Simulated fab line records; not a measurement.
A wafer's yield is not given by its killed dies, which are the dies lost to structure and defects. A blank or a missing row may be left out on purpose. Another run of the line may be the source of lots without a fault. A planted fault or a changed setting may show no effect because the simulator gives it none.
Problem report, 8D (eight disciplines) form, completed by code + flow nandHarc + the parts of the form that need people (team, actions taken, sign-off) are left out

## 1. WHAT IS WRONG
Wafers without a fault read 60.5 s, standard deviation 2.7; timeToEndpointS at NHARC_A_CONTACT_CMP_20 reads a mean of 35.3 s on 4 wafers belonging to 3 lots. That puts it -9.3 standard deviations away from the usual mean.
The step: polishes, t overpolish 30 s, target thk 300 nm.
The first sign was on wafer L441.4 at day 29 10:26, on cmp-03. The record has a number at this step for 36 wafers belonging to 12 lots. The rule behind "out" and "out of limits": a value lying over 4 standard deviations away from the usual mean. Any other wafer with a number is counted as sound.

## 2. WHAT THIS IS AND IS NOT
| question                    | is                             | is not                                                                          |
|-----------------------------|--------------------------------|---------------------------------------------------------------------------------|
| which readings at this step | timeToEndpointS                | motorCurrentA, overpolishRunS                                                   |
| which lots                  | L441, L442, L445               | L427, L429, L430, L431, L433, L435, L436, L438, L450                            |
| which wafers of those lots  | L441.4, L442.3, L442.4, L445.4 | L441.1, L441.2, L442.6, L445.1, L445.5                                          |
| read on which tools         | cmp-01, cmp-03, cmp-04         | -                                                                               |
| when                        | from day 29 10:26              | up to then (26 sound wafers); but 6 sound wafers of L442, L445, L450 came after |

## 3. WHAT RULES OUT EACH SUSPECT
Counting: if a tool at a process step up to the reading ran every lot that is out, it stays a suspect. Sound lots after the first of them don't rule it out here, since some wafers of a struck lot are sound.
- cvdW-02 at NHARC_A_CONTACT_CVD_19 (deposits W, target thk 300 nm, time 802 s): kept. It processed each lot that is out (first: L441, day 29 09:32); up to then, its last sound lot is L433 (day 25 18:32).
After counting, what remains is cvdW-02 at NHARC_A_CONTACT_CVD_19.

## 4. THE CAUSE (what the simulator had put in)
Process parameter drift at NHARC_A_CONTACT_CVD_19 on cvdW-02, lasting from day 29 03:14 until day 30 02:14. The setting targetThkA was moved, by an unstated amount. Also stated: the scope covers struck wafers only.
The count eliminated every tool but this one.

## 5. THE EFFECT CHAIN, in route order
One row per reading whose mean, taken over the struck wafers that have a number, lies over 3 standard deviations from the usual. Readings are gone through only where the record gives a usual standard deviation; hours: the median, over the lots, of the time from a lot's start at the first step in this table giving one to that lot's start at this step; sigmas: the change measured in usual standard deviations.
| hours | step                   | reading         | usual  | on struck wafers | change | sigmas |
|-------|------------------------|-----------------|--------|------------------|--------|--------|
| 0     | NHARC_A_CONTACT_CMP_20 | timeToEndpointS | 60.5 s | 35.3             | -25.2  | -9.3   |
Here are the process steps it includes:
- NHARC_A_CONTACT_CMP_20: polishes, t overpolish 30 s, target thk 300 nm.
Later steps that measure or inspect, where all struck wafers having a row at the step show a number for every such reading and not one has moved that far: NHARC_END_SORT_01.

## 6. HOW IT WOULD HAVE BEEN CAUGHT EARLIER
In this record the first reading out of limits was taken at day 29 10:26, 7 hours after the fault began at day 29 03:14.
Of the tool readings at NHARC_A_CONTACT_CVD_19 for which the record gives a usual standard deviation, none was out on any struck wafer, so an alarm limit of 4 standard deviations on them would not have fired.
Among the 3 lots that are out, L442, L445 began NHARC_A_CONTACT_CVD_19 on cvdW-02 after day 29 10:26. A hold on the tool at that time would have spared those 2.
